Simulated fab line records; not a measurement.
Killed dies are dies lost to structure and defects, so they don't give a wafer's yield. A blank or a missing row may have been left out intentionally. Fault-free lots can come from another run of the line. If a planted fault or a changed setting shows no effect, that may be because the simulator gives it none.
Which tool is to blame? | flow nandHarc | Sampling: 24 lots, 72 wafers, 6 of 1302 route steps

## WHAT THE GAUGES READ, wafer by wafer
NHARC_A_SLIT_INSPECT_11.
lot  | measured     | on               | rawDefectCount
L075 | day 20 04:43 | defectInspect-01 | 60 80 70
L074 | day 20 06:28 | defectInspect-01 | 72 66 67
L076 | day 20 04:51 | defectInspect-01 | 107 119 132
L077 | day 20 19:30 | defectInspect-02 | 75 82 65
L078 | day 21 13:51 | defectInspect-02 | 65 61 59
L079 | day 22 05:08 | defectInspect-02 | 66 81 71
L082 | day 22 15:41 | defectInspect-02 | 34 29 27
L080 | day 22 15:08 | defectInspect-02 | 54 80 51
L081 | day 23 14:20 | defectInspect-02 | 82 77 104
L083 | day 23 21:52 | defectInspect-01 | 11 17 16
L085 | day 23 21:00 | defectInspect-02 | 63 65 64
L084 | day 24 04:27 | defectInspect-02 | 40 34 27
L086 | day 25 01:46 | defectInspect-02 | 49 41 47
L088 | day 25 16:26 | defectInspect-02 | 29 18 18
L087 | day 25 22:52 | defectInspect-01 | 100 75 91
L091 | day 26 02:39 | defectInspect-01 | 83 98 107
L089 | day 26 01:01 | defectInspect-02 | 70 77 63
L090 | day 25 23:06 | defectInspect-01 | 35 31 37
L092 | day 26 20:01 | defectInspect-02 | 27 23 38
L095 | day 28 00:20 | defectInspect-01 | 67 73 83
L094 | day 28 04:15 | defectInspect-01 | 15 28 22
L093 | day 28 04:25 | defectInspect-02 | 32 24 21
L096 | day 29 08:48 | defectInspect-01 | 37 27 25
L097 | day 29 07:31 | defectInspect-01 | 79 80 88

NHARC_A_SLIT_CD_MEAS_21.
lot  | measured     | on       | cdNm (nm)
L075 | day 20 11:05 | cdSem-02 | 289.0 289.3 289.7
L074 | day 20 14:56 | cdSem-02 | 290.6 289.7 291.1
L076 | day 20 11:30 | cdSem-02 | 289.7 289.2 289.4
L077 | day 21 02:59 | cdSem-02 | 288.3 290.4 288.4
L078 | day 21 20:10 | cdSem-01 | 286.0 287.3 286.5
L079 | day 22 13:59 | cdSem-03 | 289.5 289.3 289.0
L082 | day 22 22:02 | cdSem-01 | 290.4 290.0 289.1
L080 | day 22 21:30 | cdSem-02 | 288.2 287.4 288.3
L081 | day 23 20:43 | cdSem-02 | 287.7 287.9 288.4
L083 | day 24 05:22 | cdSem-02 | 289.7 289.4 291.2
L085 | day 24 04:35 | cdSem-03 | 290.6 290.5 290.8
L084 | day 24 10:50 | cdSem-01 | 288.5 290.2 289.3
L086 | day 25 08:04 | cdSem-02 | 290.1 289.9 290.2
L088 | day 26 00:23 | cdSem-02 | 289.1 287.2 289.2
L087 | day 26 05:14 | cdSem-01 | 289.9 289.5 291.5
L091 | day 26 09:20 | cdSem-02 | 289.8 289.5 289.4
L089 | day 26 09:08 | cdSem-03 | 290.1 290.1 289.4
L090 | day 26 05:31 | cdSem-03 | 289.2 290.5 289.7
L092 | day 27 02:25 | cdSem-03 | 291.0 290.3 289.4
L095 | day 28 06:44 | cdSem-01 | 290.3 289.8 289.6
L094 | day 28 10:31 | cdSem-01 | 291.0 290.4 289.4
L093 | day 28 11:59 | cdSem-02 | 290.2 288.9 290.3
L096 | day 29 16:30 | cdSem-03 | 289.2 288.2 288.3
L097 | day 29 16:29 | cdSem-02 | 288.2 288.7 287.5

NHARC_A_SIN_REMOVE_INSPECT_04.
lot  | measured     | on               | rawDefectCount
L075 | day 20 17:41 | defectInspect-01 | 357 435 521
L074 | day 20 21:35 | defectInspect-02 | 365 320 343
L076 | day 20 17:41 | defectInspect-02 | 457 440 435
L077 | day 21 09:35 | defectInspect-02 | 348 325 324
L078 | day 22 02:44 | defectInspect-01 | 381 492 321
L079 | day 22 20:34 | defectInspect-01 | 475 405 347
L082 | day 23 04:06 | defectInspect-02 | 385 499 279
L080 | day 23 04:06 | defectInspect-01 | 360 393 337
L081 | day 24 03:23 | defectInspect-02 | 373 353 525
L083 | day 24 11:13 | defectInspect-02 | 257 225 204
L085 | day 24 11:13 | defectInspect-01 | 369 433 417
L084 | day 24 17:25 | defectInspect-01 | 540 703 532
L086 | day 25 14:40 | defectInspect-02 | 463 326 508
L088 | day 26 07:02 | defectInspect-01 | 406 418 294
L087 | day 26 11:52 | defectInspect-01 | 294 369 432
L091 | day 26 16:32 | defectInspect-01 | 549 474 454
L089 | day 26 16:32 | defectInspect-02 | 319 327 317
L090 | day 26 11:52 | defectInspect-02 | 373 341 385
L092 | day 27 08:57 | defectInspect-01 | 288 294 268
L095 | day 28 13:21 | defectInspect-01 | 310 324 396
L094 | day 28 17:11 | defectInspect-02 | 258 234 270
L093 | day 28 17:11 | defectInspect-01 | 223 304 257
L096 | day 29 23:07 | defectInspect-01 | 318 477 376
L097 | day 29 23:09 | defectInspect-02 | 323 333 329

## TOOL THAT RAN EACH LOT (tool first, then ch and the chambers of the sampled wafers, then the start)
lot  | NHARC_A_STAIRCASE_STRIP_476       | NHARC_A_STAIRCASE_ETCHBACK_422    | NHARC_A_STAIRCASE_STRIP_475
L075 | rieDiel-13 ch 2,3, day 17 19:23   | rieDiel-11 ch 1,2, day 19 13:49   | rieDiel-11 ch 0,1,3, day 20 04:43 or earlier
L074 | rieDiel-08 ch 0,1,2, day 17 20:52 | rieDiel-08 ch 0,1,3, day 19 13:57 | rieDiel-08 ch 0,2,3, day 20 06:28 or earlier
L076 | rieDiel-08 ch 0,2,3, day 17 21:57 | rieDiel-13 ch 0,1,3, day 19 16:38 | rieDiel-08 ch 0,1,3, day 20 04:51 or earlier
L077 | rieDiel-13 ch 2,3, day 18 09:31   | rieDiel-13 ch 1,2, day 20 02:22   | rieDiel-11 ch 0,2, day 20 19:30 or earlier
L078 | rieDiel-13 ch 2,3, day 19 04:56   | rieDiel-11 ch 1,3, day 20 21:11   | rieDiel-13 ch 1,2, day 20 21:47
L079 | rieDiel-08 ch 1,2, day 19 14:58   | rieDiel-11 ch 1,3, day 21 13:14   | rieDiel-08 ch 0,1,2, day 22 05:08 or earlier
L082 | rieDiel-08 ch 0,1,2, day 20 03:49 | rieDiel-08 ch 1,2,3, day 21 23:57 | rieDiel-13 ch 0,1,3, day 22 15:41 or earlier
L080 | rieDiel-11 ch 0,1,2, day 20 04:38 | rieDiel-13 ch 0,1,3, day 21 23:56 | rieDiel-08 ch 0,1,2, day 22 15:08 or earlier
L081 | rieDiel-13 ch 0,1,3, day 21 01:28 | rieDiel-13 ch 0,2,3, day 23 00:24 | rieDiel-11 ch 0,1,3, day 23 14:20 or earlier
L083 | rieDiel-11 ch 0,1,3, day 21 08:52 | rieDiel-11 ch 2,3, day 23 06:59   | rieDiel-11 ch 0,1,2, day 23 21:52 or earlier
L085 | rieDiel-11 ch 0,2,3, day 21 14:28 | rieDiel-13 ch 0,1,3, day 23 07:08 | rieDiel-13 ch 0,1,2, day 23 21:00 or earlier
L084 | rieDiel-08 ch 0,3, day 21 18:28   | rieDiel-13 ch 0,2,3, day 23 14:26 | rieDiel-13 ch 0,1, day 24 04:27 or earlier
L086 | rieDiel-08 ch 0,3, day 22 15:02   | rieDiel-08 ch 0,2,3, day 24 11:36 | rieDiel-08 ch 0,3, day 24 12:10
L088 | rieDiel-13 ch 0,3, day 23 06:28   | rieDiel-08 ch 0,2,3, day 25 01:37 | rieDiel-13 ch 0,1,2, day 25 02:14
L087 | rieDiel-08 ch 0,1,3, day 23 08:58 | rieDiel-13 ch 0,2,3, day 25 09:13 | rieDiel-08 ch 1,2,3, day 25 22:52 or earlier
L091 | rieDiel-13 ch 0,3, day 23 15:05   | rieDiel-13 ch 0,2,3, day 25 12:10 | rieDiel-08 ch 0,1, day 26 02:39 or earlier
L089 | rieDiel-11 ch 0,1,3, day 23 16:55 | rieDiel-11 ch 1,2, day 25 09:31   | rieDiel-08 ch 0,3, day 26 01:01 or earlier
L090 | rieDiel-13 ch 0,2,3, day 23 21:37 | rieDiel-11 ch 0,1,2, day 25 09:19 | rieDiel-11 ch 0,1,2, day 25 23:06 or earlier
L092 | rieDiel-13 ch 0,1,2, day 24 07:27 | rieDiel-13 ch 0,1,2, day 26 03:47 | rieDiel-11 ch 0,2,3, day 26 04:23
L095 | rieDiel-08 ch 1,2,3, day 25 12:20 | rieDiel-13 ch 0,1,3, day 27 09:14 | rieDiel-13 ch 0,2,3, day 28 00:20 or earlier
L094 | rieDiel-13 ch 0,1,2, day 25 13:05 | rieDiel-13 ch 0,1,2, day 27 09:20 | rieDiel-11 ch 1,2,3, day 28 04:15 or earlier
L093 | rieDiel-11 ch 0,2, day 25 17:06   | rieDiel-11 ch 1,2,3, day 27 09:31 | rieDiel-13 ch 0,3, day 28 04:25 or earlier
L096 | rieDiel-13 ch 0,3, day 26 13:41   | rieDiel-13 ch 0,2,3, day 28 09:39 | rieDiel-11 ch 1,3, day 29 08:48 or earlier
L097 | rieDiel-13 ch 1,2, day 26 20:00   | rieDiel-08 ch 1,3, day 28 16:11   | rieDiel-13 ch 0,1,2, day 29 07:31 or earlier
- NHARC_A_STAIRCASE_STRIP_476: strips in O2, time 20 s.
- NHARC_A_STAIRCASE_ETCHBACK_422: etches the open film in CH3F/O2, target depth 40 nm, time 74.286 s.
- NHARC_A_STAIRCASE_STRIP_475: strips in O2, time 20 s.

## AS READ BY THE TOOLS THEMSELVES (means over the sampled wafers that have a number; for cases with no such wafer, the mark the record gives instead)
NHARC_A_STAIRCASE_STRIP_476.
lot  | tool       | drypumpMotorCurrentA (A) | oesProductAu (a.u.) | rfVppV (V) | showerheadPlenumPTorr (Torr) | throttleValvePct (%)
L075 | rieDiel-13 | 6.0                      | 0.997               | 57.7       | 3.72                         | 17.038
L074 | rieDiel-08 | 5.6                      | 1.000               | 58.0       | 3.60                         | 17.035
L076 | rieDiel-08 | 5.6                      | 0.988               | 57.2       | 3.71                         | 17.041
L077 | rieDiel-13 | 5.9                      | 1.007               | 57.9       | 3.65                         | 17.039
L078 | rieDiel-13 | 5.9                      | 1.003               | 58.9       | 3.72                         | 17.038
L079 | rieDiel-08 | 6.2                      | 1.007               | 57.3       | 3.48                         | 17.024
L082 | rieDiel-08 | 5.6                      | 1.006               | 58.1       | 3.59                         | 17.031
L080 | rieDiel-11 | 6.3                      | 1.001               | 57.5       | 3.41                         | 17.033
L081 | rieDiel-13 | 5.9                      | 0.986               | 58.1       | 3.45                         | 17.040
L083 | rieDiel-11 | 6.2                      | 0.993               | 58.2       | 3.43                         | 17.035
L085 | rieDiel-11 | 6.3                      | 1.005               | 57.5       | 3.44                         | 17.040
L084 | rieDiel-08 | 5.8                      | 0.987               | 58.0       | 3.76                         | 17.037
L086 | rieDiel-08 | 5.8                      | 0.989               | 58.1       | 3.76                         | 17.042
L088 | rieDiel-13 | 5.6                      | 0.984               | 57.9       | 3.53                         | 17.042
L087 | rieDiel-08 | 5.9                      | 1.002               | 57.5       | 3.64                         | 17.037
L091 | rieDiel-13 | 5.3                      | 0.985               | 57.5       | 3.50                         | 17.035
L089 | rieDiel-11 | 6.2                      | 0.987               | 57.4       | 3.42                         | 17.034
L090 | rieDiel-13 | 5.7                      | 0.990               | 58.4       | 3.60                         | 17.041
L092 | rieDiel-13 | 5.9                      | 0.997               | 57.5       | 3.52                         | 17.034
L095 | rieDiel-08 | 6.1                      | 1.010               | 58.3       | 3.56                         | 17.038
L094 | rieDiel-13 | 5.9                      | 1.000               | 58.8       | 3.51                         | 17.027
L093 | rieDiel-11 | 6.5                      | 0.986               | 57.7       | 3.39                         | 17.035
L096 | rieDiel-13 | 5.3                      | 0.999               | 58.4       | 3.49                         | 17.033
L097 | rieDiel-13 | 6.5                      | 1.013               | 57.5       | 3.45                         | 17.042

NHARC_A_STAIRCASE_ETCHBACK_422.
lot  | tool       | biasW (W) | drypumpMotorCurrentA (A) | oesProductAu (a.u.) | rfVppV (V) | showerheadPlenumPTorr (Torr) | throttleValvePct (%)
L075 | rieDiel-11 | 99.96     | 6.3                      | 1.00                | 243.4      | 2.40                         | 20.659
L074 | rieDiel-08 | 99.78     | 5.9                      | 0.93                | 246.1      | 2.55                         | 20.659
L076 | rieDiel-13 | 99.78     | 5.8                      | 0.92                | 243.5      | 2.41                         | 20.665
L077 | rieDiel-13 | 99.80     | 6.2                      | 0.94                | 245.3      | 2.54                         | 20.658
L078 | rieDiel-11 | 99.92     | 6.1                      | 0.99                | 244.0      | 2.45                         | 20.673
L079 | rieDiel-11 | 99.91     | 6.1                      | 1.00                | 244.1      | 2.45                         | 20.666
L082 | rieDiel-08 | 99.73     | 6.1                      | 0.92                | 244.4      | 2.49                         | 20.664
L080 | rieDiel-13 | 99.86     | 5.8                      | 0.92                | 243.0      | 2.40                         | 20.658
L081 | rieDiel-13 | 100.26    | 5.6                      | 0.99                | 245.1      | 2.52                         | 20.671
L083 | rieDiel-11 | 100.10    | 6.4                      | 0.92                | 244.0      | 2.42                         | 20.664
L085 | rieDiel-13 | 99.93     | 5.8                      | 1.00                | 244.2      | 2.40                         | 20.658
L084 | rieDiel-13 | 99.83     | 5.6                      | 0.98                | 244.6      | 2.52                         | 20.661
L086 | rieDiel-08 | 99.66     | 5.5                      | 1.00                | 246.0      | 2.57                         | 20.670
L088 | rieDiel-08 | 100.05    | 5.6                      | 1.00                | 246.5      | 2.57                         | 20.668
L087 | rieDiel-13 | 99.86     | 5.6                      | 1.00                | 245.4      | 2.51                         | 20.670
L091 | rieDiel-13 | 99.89     | 5.6                      | 0.92                | 245.1      | 2.51                         | 20.657
L089 | rieDiel-11 | 100.03    | 6.5                      | 0.97                | 243.9      | 2.39                         | 20.660
L090 | rieDiel-11 | 99.93     | 6.3                      | 0.92                | 242.8      | 2.35                         | 20.669
L092 | rieDiel-13 | 99.93     | 5.9                      | 0.93                | 244.5      | 2.45                         | 20.668
L095 | rieDiel-13 | 99.94     | 5.9                      | 0.92                | 243.4      | 2.39                         | 20.666
L094 | rieDiel-13 | 100.04    | 5.9                      | 0.93                | 244.1      | 2.44                         | 20.659
L093 | rieDiel-11 | 99.87     | 6.3                      | 0.99                | 243.4      | 2.41                         | 20.668
L096 | rieDiel-13 | 100.13    | 5.6                      | 0.93                | 244.7      | 2.50                         | 20.671
L097 | rieDiel-08 | 100.06    | 6.4                      | 0.93                | 243.4      | 2.44                         | 20.659

NHARC_A_STAIRCASE_STRIP_475.
lot  | tool       | drypumpMotorCurrentA (A) | oesProductAu (a.u.) | rfVppV (V) | showerheadPlenumPTorr (Torr) | throttleValvePct (%)
L075 | rieDiel-11 | 6.2                      | 0.995               | 58.1       | 3.44                         | 17.041
L074 | rieDiel-08 | 5.5                      | 1.004               | 58.8       | 3.70                         | 17.032
L076 | rieDiel-08 | 5.9                      | 1.001               | 58.5       | 3.66                         | 17.044
L077 | rieDiel-11 | 6.3                      | 0.994               | 57.2       | 3.36                         | 17.045
L078 | rieDiel-13 | 6.2                      | 1.009               | 58.9       | 3.63                         | 17.029
L079 | rieDiel-08 | 5.6                      | 0.993               | 57.9       | 3.58                         | 17.041
L082 | rieDiel-13 | 5.9                      | 0.995               | 57.5       | 3.45                         | 17.037
L080 | rieDiel-08 | 5.7                      | 1.001               | 57.2       | 3.58                         | 17.036
L081 | rieDiel-11 | 6.2                      | 1.001               | 57.7       | 3.42                         | 17.029
L083 | rieDiel-11 | 6.3                      | 1.000               | 57.6       | 3.39                         | 17.042
L085 | rieDiel-13 | 5.9                      | 1.000               | 57.2       | 3.52                         | 17.037
L084 | rieDiel-13 | 6.2                      | 1.003               | 58.1       | 3.36                         | 17.034
L086 | rieDiel-08 | 5.8                      | 0.994               | 57.7       | 3.74                         | 17.042
L088 | rieDiel-13 | 5.9                      | 1.003               | 58.0       | 3.52                         | 17.039
L087 | rieDiel-08 | 6.1                      | 1.006               | 57.8       | 3.56                         | 17.037
L091 | rieDiel-08 | 5.4                      | 0.998               | 57.5       | 3.65                         | 17.040
L089 | rieDiel-08 | 5.4                      | 0.995               | 58.0       | 3.75                         | 17.040
L090 | rieDiel-11 | 6.3                      | 0.998               | 57.0       | 3.38                         | 17.046
L092 | rieDiel-11 | 6.3                      | 0.992               | 57.1       | 3.42                         | 17.034
L095 | rieDiel-13 | 5.6                      | 1.003               | 57.7       | 3.59                         | 17.028
L094 | rieDiel-11 | 6.3                      | 0.986               | 58.1       | 3.46                         | 17.037
L093 | rieDiel-13 | 5.4                      | 0.998               | 57.8       | 3.49                         | 17.041
L096 | rieDiel-11 | 6.2                      | 0.993               | 58.2       | 3.44                         | 17.035
L097 | rieDiel-13 | 5.9                      | 1.005               | 58.3       | 3.50                         | 17.036

## THE ANSWER, worked out from the rows above alone
Rule: the usual values come from the lots themselves. Put in order of their means at a reading, lots are off if they are a third of the lots or fewer, leave a main group of 4 or more, and stand apart from it by a gap of 3 or more times the standard deviation of the main group's means; of several such gaps the widest counts. A main group is skipped when, at the precision printed for the reading in the tables above, its means are all equal. A lot without any number at a reading at which 4 lots or more have one is off too. The other lots that the step has rows for count as sound. After the gauges, taken in route order, come the tools' own readings; for these a lot's mean is taken, as printed above. The first step at which some lot is off is used, and at that step the reading that is off furthest; a lot without a number counts as furthest.
No lot is off at any reading shown: from this, nothing can be told.

## WHAT THE SIMULATOR HAD PUT IN
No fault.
